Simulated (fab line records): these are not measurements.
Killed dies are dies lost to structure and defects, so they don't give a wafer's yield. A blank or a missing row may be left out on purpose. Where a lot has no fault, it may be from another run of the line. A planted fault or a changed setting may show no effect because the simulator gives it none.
fab line records	flow n5-finfet
record lots=11	wafers=31	last-day=19
route steps=1938 shown MIM_TOP@1837 MIM_TOP_ETCH@1852 MIM_BOT_ETCH@1866
lots that met no fault: from a run of the same line without faults
start-h: hours from the record's opening day to when the first of the lot's shown wafers began	wait-h: hours since the lot's step before	" the same as in the row above	L1.1+2: one row covering several wafers at once	- no value, or no start given	* or withheld: withheld	< > ~ a bound
route shown NAME@n: a module of which the file shows steps, and the number in the route of the first	usual: mean and standard deviation over wafers with no fault	same: alike in all rows	chamber/n: place in a boat	sites: the reading at each site	_std_site: their standard deviation	_edge_site: outer sites' mean less inner sites'	radius-mm: for every site, how far away it sits from the centre of the wafer	mask NAME#n: copy n	behind: the tool/chamber that last shaped the wafer	hold: cause of the lot's hold/its duration in hours/its outcome	device: whichever transistor did not switch (one of n, p or np)	end of line: the tests these same wafers got at the end of their route	where a step has no rows: the recipe by itself	killed: at the first sort, the dies lost to defects and structure; wafer yield is something else	map: the dies of a wafer, with x for killed, . for not killed, _ for no die there
set.NAME: the setting as run; set.NAME@STEP: as run at that earlier step	model.NAME: the simulator's own value behind a step, which no gauge read
steps of the route over a sample of lots; a table a step, a row a wafer
services: the hour from which a tool's chamber was out of use, counted from the record's first day as start-h (under 0 if before that day), plus the number of hours and why
## steps
# step N5_MIM_TOP_DEGAS_04
# recipe ambient=vacuum	temp-c=300	time-s=60
# usual heater-power-w=452/36
lot.wafer	tool	chamber	start-h	wait-h	heater-power-w
L420.1	pvd-sputter-02	-	281.59	-	448
L420.4	"	-	"	"	406
L420.6	"	-	"	"	401
L421.1	pvd-sputter-02	-	281.71	-	454
L421.2	"	-	"	"	436
L421.6	"	-	"	"	449
L424.2	pvd-sputter-03	-	330.38	-	465
L424.3	"	-	"	"	397
L424.6	"	-	"	"	433
L425.1	pvd-sputter-02	-	361.95	-	470
L425.4	"	-	"	"	441
L425.6	"	-	"	"	407
L432.2	pvd-sputter-02	-	401.26	-	450
L432.5	"	-	"	"	446
L435.2	pvd-sputter-01	-	404.31	-	442
L435.5	"	-	"	"	459
L437.2	pvd-sputter-03	-	431.14	-	432
L437.5	"	-	"	"	459
L437.6	"	-	"	"	450
L439.2	pvd-sputter-03	-	445.80	-	521
L439.4	"	-	"	"	450
L439.6	"	-	"	"	418
L441.2	pvd-sputter-01	-	446.51	-	455
L441.5	"	-	"	"	450
L441.6	"	-	"	"	501
L442.2	pvd-sputter-01	-	446.67	-	496
L442.5	"	-	"	"	511
L442.6	"	-	"	"	427
L440.1	pvd-sputter-02	-	446.83	-	449
L440.3	"	-	"	"	445
L440.4	"	-	"	"	415
# step N5_MIM_TOP_SPUTTER_03
# recipe material=TiN	target-thk-a=350	temp-c=200	power-w=3000	chamber-pressure-pa=0.49996	gas=Ar	reactive-partial-pa=0.37997	time-s=89.7
# usual throttle-valve-pct=30.2/0.77
lot.wafer	tool	chamber	start-h	wait-h	throttle-valve-pct
L420.1	pvd-sputter-02	-	281.63	0.0	30.7
L420.4	"	-	"	"	29.4
L420.6	"	-	"	"	29.3
L421.1	pvd-sputter-02	-	281.75	0.0	31.0
L421.2	"	-	"	"	30.4
L421.6	"	-	"	"	30.9
L424.2	pvd-sputter-03	-	330.42	0.0	30.0
L424.3	"	-	"	"	31.3
L424.6	"	-	"	"	29.8
L425.1	pvd-sputter-02	-	361.99	0.0	30.3
L425.4	"	-	"	"	30.7
L425.6	"	-	"	"	28.9
L432.2	pvd-sputter-02	-	401.30	0.0	31.5
L432.5	"	-	"	"	30.6
L435.2	pvd-sputter-01	-	404.35	0.0	31.0
L435.5	"	-	"	"	31.1
L437.2	pvd-sputter-03	-	431.19	0.0	29.6
L437.5	"	-	"	"	30.2
L437.6	"	-	"	"	29.9
L439.2	pvd-sputter-03	-	445.84	0.0	29.1
L439.4	"	-	"	"	29.5
L439.6	"	-	"	"	31.0
L441.2	pvd-sputter-01	-	446.55	0.0	31.0
L441.5	"	-	"	"	31.0
L441.6	"	-	"	"	31.1
L442.2	pvd-sputter-01	-	446.71	0.0	31.2
L442.5	"	-	"	"	31.1
L442.6	"	-	"	"	29.2
L440.1	pvd-sputter-02	-	446.87	0.0	30.9
L440.3	"	-	"	"	30.3
L440.4	"	-	"	"	29.3
# step N5_MIM_TOP_ETCH_STRIP_01
# recipe chemistry=O2	power-w=600	temp-c=60	pressure-mtorr=30	rf-frequency-hz=6e+07	bias-power-w=0	overash-fraction=0.5	o2-flow-sccm=225
# usual drypump-motor-current-A=5.6/0.37	o2-flow-sccm=225.1/0.72	oes-product-au=0.83/0.1	rf-vpp-V=3.5/1.4	showerhead-plenum-p-Torr=2.09/0.08	throttle-valve-pct=16.57/0.22
lot.wafer	tool	chamber	start-h	wait-h	drypump-motor-current-A	o2-flow-sccm	oes-product-au	rf-hours-counter-h	rf-vpp-V	showerhead-plenum-p-Torr	throttle-valve-pct
L420.1	rie-diel-04	0	282.50	0.1	5.8	224.4	0.90	44	3.3	2.07	16.51
L420.4	"	3	"	"	5.6	224.8	0.67	-	6.2	2.06	16.89
L420.6	"	2	"	"	5.2	225.0	0.72	-	3.8	2.18	16.85
L421.1	rie-diel-06	0	282.78	0.3	4.9	223.0	0.84	52	3.9	2.06	16.49
L421.2	"	2	"	"	5.2	224.9	0.70	235	3.3	2.16	16.81
L421.6	"	1	"	"	5.7	224.8	0.72	-	4.4	1.98	16.62
L424.2	rie-diel-06	1	332.11	0.1	5.6	226.6	0.69	242	5.3	1.98	16.68
L424.3	"	0	"	"	4.9	225.5	0.81	-	6.0	2.05	16.58
L424.6	"	0	"	"	4.9	225.0	0.81	-	3.8	2.05	16.54
L425.1	rie-diel-04	3	362.70	0.1	5.6	225.4	0.93	11	6.4	2.05	16.46
L425.4	"	0	"	"	5.8	225.7	0.84	73	4.5	2.06	16.53
L425.6	"	2	"	"	5.2	224.1	0.68	-	3.3	2.17	16.93
L432.2	rie-diel-02	1	402.24	0.1	6.0	224.6	0.69	227	5.9	1.97	16.47
L432.5	"	1	"	"	6.0	224.4	0.67	-	5.7	1.97	16.46
L435.2	rie-diel-06	0	405.58	0.1	4.9	225.0	0.79	93	3.8	2.04	16.55
L435.5	"	3	"	"	5.4	225.3	0.70	-	3.1	2.00	17.22
L437.2	rie-diel-06	0	432.20	0.1	4.9	223.5	0.77	105	7.0	2.04	16.64
L437.5	"	2	"	"	5.2	223.7	0.91	-	0.7	2.15	16.44
L437.6	"	0	"	"	4.9	224.4	0.77	-	2.5	2.04	16.59
L439.2	rie-diel-06	1	447.48	0.1	5.6	225.2	0.92	26	4.6	2.23	16.24
L439.4	"	2	"	"	5.2	224.8	0.90	-	3.4	2.15	16.48
L439.6	"	1	"	"	5.6	225.3	0.90	-	4.2	2.23	16.24
L441.2	rie-diel-04	3	447.80	0.1	5.7	225.3	0.88	39	3.6	2.04	16.47
L441.5	"	3	"	"	5.6	225.3	0.87	-	2.1	2.04	16.52
L441.6	"	0	"	"	5.8	224.9	0.83	-	2.6	2.05	16.61
L442.2	rie-diel-04	1	447.99	0.1	6.2	224.5	0.86	55	1.1	2.22	16.53
L442.5	"	1	"	"	6.2	225.0	0.86	-	5.0	2.22	16.52
L442.6	"	0	"	"	5.8	224.4	0.80	-	3.5	2.05	16.61
L440.1	rie-diel-04	1	448.10	0.1	6.2	225.3	0.85	56	1.1	2.22	16.55
L440.3	"	0	"	"	5.8	224.8	0.80	100	3.8	2.05	16.60
L440.4	"	2	"	"	5.3	224.4	0.67	250	1.6	2.16	16.90
# step N5_MIM_BOT_ETCH_ETCH_04
# recipe chemistry=CF4/O2	target=SiNx	target-depth-a=260	time-s=13	ion-energy-ev=100	pressure-mtorr=40	source-w=535	bias-w=49	Ar_flow_sccm=100	cf4-flow-sccm=100	O2_flow_sccm=10
# usual drypump-motor-current-A=5.9/0.48	oes_ar_750_au=0.80/0.059	oes-product-au=0.80/0.066	rf-vpp-V=238/4.3	showerhead-plenum-p-Torr=2.18/0.066	throttle-valve-pct=16.00/0.17
lot.wafer	tool	chamber	start-h	wait-h	drypump-motor-current-A	oes_ar_750_au	oes-product-au	rf-hours-counter-h	rf-vpp-V	showerhead-plenum-p-Torr	throttle-valve-pct
L420.1	rie-diel-03	2	283.08	0.0	6.7	0.83	0.82	89	232	2.23	16.18
L420.4	"	1	"	"	6.5	0.83	0.82	71	235	2.23	15.79
L420.6	"	0	"	"	6.0	0.80	0.79	-	238	2.14	16.08
L421.1	rie-diel-01	2	283.50	0.0	5.4	0.69	0.69	235	246	2.26	16.17
L421.2	"	3	"	"	5.1	0.74	0.72	196	239	2.01	15.87
L421.6	"	0	"	"	6.2	0.74	0.73	-	233	2.11	16.14
L424.2	rie-diel-05	0	333.52	0.0	5.4	0.81	0.81	97	234	2.24	16.00
L424.3	"	3	"	"	5.5	0.86	0.87	48	239	2.16	15.71
L424.6	"	0	"	"	5.4	0.81	0.79	-	236	2.24	16.01
L425.1	rie-diel-03	2	363.40	0.0	6.7	0.80	0.80	108	232	2.23	16.24
L425.4	"	1	"	"	6.5	0.81	0.80	91	235	2.22	15.83
L425.6	"	1	"	"	6.5	0.81	0.80	-	234	2.22	15.85
L432.2	rie-diel-05	0	402.83	0.0	5.4	0.78	1.03	122	236	2.23	16.12
L432.5	"	3	"	"	5.6	0.83	0.82	-	240	2.15	15.72
L435.2	rie-diel-05	0	406.18	0.0	5.3	0.78	1.02	123	236	2.23	16.12
L435.5	"	0	"	"	5.4	0.78	0.76	-	236	2.23	16.04
L437.2	rie-diel-05	3	432.90	0.0	5.5	0.82	1.08	84	240	2.15	15.84
L437.5	"	0	"	"	5.3	0.77	0.76	-	236	2.23	16.07
L437.6	"	3	"	"	5.6	0.82	0.80	-	240	2.15	15.75
L439.2	rie-diel-03	2	448.18	0.0	6.7	0.77	0.77	139	233	2.22	16.28
L439.4	"	1	"	"	6.5	0.78	0.77	121	234	2.21	15.91
L439.6	"	0	"	"	6.0	0.75	0.75	-	240	2.12	16.17
L441.2	rie-diel-03	1	448.38	0.0	6.5	0.78	0.76	121	236	2.21	15.89
L441.5	"	3	"	"	5.6	0.85	0.84	-	246	2.24	16.19
L441.6	"	0	"	"	6.0	0.75	0.75	-	239	2.12	16.19
L442.2	rie-diel-03	2	448.56	0.0	6.7	0.77	0.77	139	232	2.22	16.28
L442.5	"	2	"	"	6.7	0.78	0.77	-	232	2.22	16.28
L442.6	"	1	"	"	6.4	0.78	0.77	-	234	2.21	15.89
L440.1	rie-diel-03	3	448.81	0.0	5.6	0.84	0.84	61	244	2.24	16.20
L440.3	"	1	"	"	6.4	0.78	0.77	121	234	2.21	15.90
L440.4	"	2	"	"	6.7	0.78	0.77	140	234	2.22	16.28
## services
tool	chamber	start-h	hours	kind
rie-diel-04	1	265.95	-	clean
rie-diel-04	1	265.95	-	consumable-replace:focus-ring
rie-diel-04	1	265.95	-	consumable-replace:showerhead
rie-diel-04	1	265.95	20.5	scheduled-down
rie-diel-04	1	265.95	20.5	vent-cycle
rie-diel-04	3	294.15	6.5	repair
rie-diel-04	3	300.66	-	clean
rie-diel-04	3	300.66	-	consumable-replace:focus-ring
rie-diel-04	3	300.66	27.3	scheduled-down
rie-diel-04	3	300.66	27.3	vent-cycle
rie-diel-02	1	309.20	6.3	repair
rie-diel-02	3	309.72	16.3	repair
rie-diel-03	-	322.81	14.6	pm
rie-diel-02	-	329.20	14.6	pm
rie-diel-06	3	331.95	2.6	repair
rie-diel-04	-	336.59	4.8	repair
rie-diel-06	-	338.02	0.6	repair
rie-diel-01	1	341.15	22.0	repair
rie-diel-06	0	347.58	3.7	repair
rie-diel-05	2	349.12	1.4	repair
rie-diel-06	-	354.64	4.3	pm
rie-diel-05	3	395.52	5.8	repair
rie-diel-01	2	422.68	5.6	repair
pvd-sputter-01	-	430.44	0.9	repair
## key
first-sign step=N5_MIM_BOT_ETCH_ETCH_04	reading=oes-product-au	direction=up	sigmas=3.8	usual=0.80	struck=1.05
effect none on later readings
met-at N5_MIM_BOT_ETCH_ETCH_04
struck-lots L432,L435,L437
struck-wafers L432.2,L435.2,L437.2
not-acting-at N5_MIM_TOP_DEGAS_04,N5_MIM_TOP_SPUTTER_03,N5_MIM_TOP_ETCH_STRIP_01
onset-between 333.52 402.83
fault kind=process-parameter-drift	tool=rie-diel-05	chamber=-	onset-h=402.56	steps=N5_MIM_BOT_ETCH_ETCH_04	channel=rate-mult	offset=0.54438	shape=step	end-h=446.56	scope=struck-wafers-only
